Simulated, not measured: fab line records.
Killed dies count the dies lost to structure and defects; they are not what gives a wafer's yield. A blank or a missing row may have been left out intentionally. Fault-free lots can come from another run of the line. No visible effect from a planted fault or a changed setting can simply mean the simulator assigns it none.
Matching of chambers + flow n5_finfet + rie_diel-03 running N5_PMOS_HMC_CHANNEL_EPI_STRIP_33: 4 sister chambers
The step strips in N2/H2. 22 wafers are shown with their chamber, then 11 later ones without.

== WAFERS, EACH WITH ITS CHAMBER ==
| wafer  | chamber | showerhead_plenum_p_Torr (Torr) | drypump_motor_current_A (A) | throttle_valve_pct (%) |
|--------|---------|---------------------------------|-----------------------------|------------------------|
| L074.1 | 2       | 3.20                            | 5.5                         | 18.9                   |
| L074.4 | 0       | 3.43                            | 5.1                         | 18.3                   |
| L074.5 | 0       | 3.43                            | 5.0                         | 18.3                   |
| L077.1 | 1       | 3.37                            | 5.3                         | 18.7                   |
| L077.2 | 3       | 3.48                            | 6.3                         | 18.5                   |
| L077.4 | 0       | 3.43                            | 5.0                         | 18.4                   |
| L079.1 | 3       | 3.48                            | 6.3                         | 18.6                   |
| L079.3 | 1       | 3.37                            | 5.3                         | 18.7                   |
| L079.6 | 2       | 3.20                            | 5.5                         | 18.9                   |
| L081.2 | 0       | 3.42                            | 5.0                         | 18.4                   |
| L081.3 | 3       | 3.48                            | 6.2                         | 18.5                   |
| L081.5 | 3       | 3.48                            | 6.2                         | 18.5                   |
| L082.3 | 0       | 3.42                            | 5.0                         | 18.4                   |
| L082.4 | 2       | 3.20                            | 5.5                         | 18.9                   |
| L082.5 | 0       | 3.42                            | 5.0                         | 18.4                   |
| L084.2 | 3       | 3.47                            | 6.2                         | 18.6                   |
| L084.3 | 1       | 3.37                            | 5.3                         | 18.7                   |
| L084.6 | 0       | 3.42                            | 5.0                         | 18.4                   |
| L087.1 | 3       | 3.47                            | 6.3                         | 18.6                   |
| L087.5 | 3       | 3.47                            | 6.2                         | 18.6                   |
| L087.6 | 1       | 3.36                            | 5.3                         | 18.7                   |
| L089.1 | 0       | 3.41                            | 5.0                         | 18.4                   |

SIGNATURES (means of the wafers above)
| reading                  | chamber 0 | chamber 1 | chamber 2 | chamber 3 | scatter within a chamber |
|--------------------------|-----------|-----------|-----------|-----------|--------------------------|
| showerhead_plenum_p_Torr | 3.4225    | 3.3675    | 3.2000    | 3.4757    | 0.00576                  |
| drypump_motor_current_A  | 5.013     | 5.300     | 5.500     | 6.243     | 0.0379                   |
| throttle_valve_pct       | 18.375    | 18.700    | 18.900    | 18.557    | 0.0423                   |
Rule: a wafer lies at a distance from a chamber equal to the root of the sum of squares, over the readings, of (its reading less the chamber's mean, divided by the reading's scatter). If the next closest chamber is less than 2 further off than the closest, the wafer can't be placed; otherwise it belongs to the closest. How the scatter is found: for the shown wafers, subtract from each reading the mean of its chamber, square and add these, divide the total by (wafers less chambers), then take the root.

== WAFERS WITHOUT THEIR CHAMBER ==
| wafer  | showerhead_plenum_p_Torr (Torr) | drypump_motor_current_A (A) | throttle_valve_pct (%) |
|--------|---------------------------------|-----------------------------|------------------------|
| L089.4 | 3.19                            | 5.5                         | 18.9                   |
| L089.5 | 3.41                            | 5.1                         | 18.4                   |
| L090.2 | 3.36                            | 5.3                         | 18.8                   |
| L090.3 | 3.41                            | 5.1                         | 18.4                   |
| L090.5 | 3.36                            | 5.3                         | 18.7                   |
| L091.2 | 3.19                            | 5.5                         | 18.9                   |
| L091.3 | 3.47                            | 6.2                         | 18.6                   |
| L091.6 | 3.41                            | 5.1                         | 18.4                   |
| L093.3 | 3.19                            | 5.6                         | 18.9                   |
| L093.4 | 3.47                            | 6.3                         | 18.6                   |
| L093.6 | 3.36                            | 5.3                         | 18.7                   |

== THE CHAMBER EACH PASSED THROUGH ==
| wafer  | from the rows above | in truth |
|--------|---------------------|----------|
| L089.4 | 2                   | 2        |
| L089.5 | 0                   | 0        |
| L090.2 | 1                   | 1        |
| L090.3 | 0                   | 0        |
| L090.5 | 1                   | 1        |
| L091.2 | 2                   | 2        |
| L091.3 | 3                   | 3        |
| L091.6 | 0                   | 0        |
| L093.3 | 2                   | 2        |
| L093.4 | 3                   | 3        |
| L093.6 | 1                   | 1        |
11 of 11 placed correctly. Number that these rows cannot place: 0. Number placed wrongly: 0.
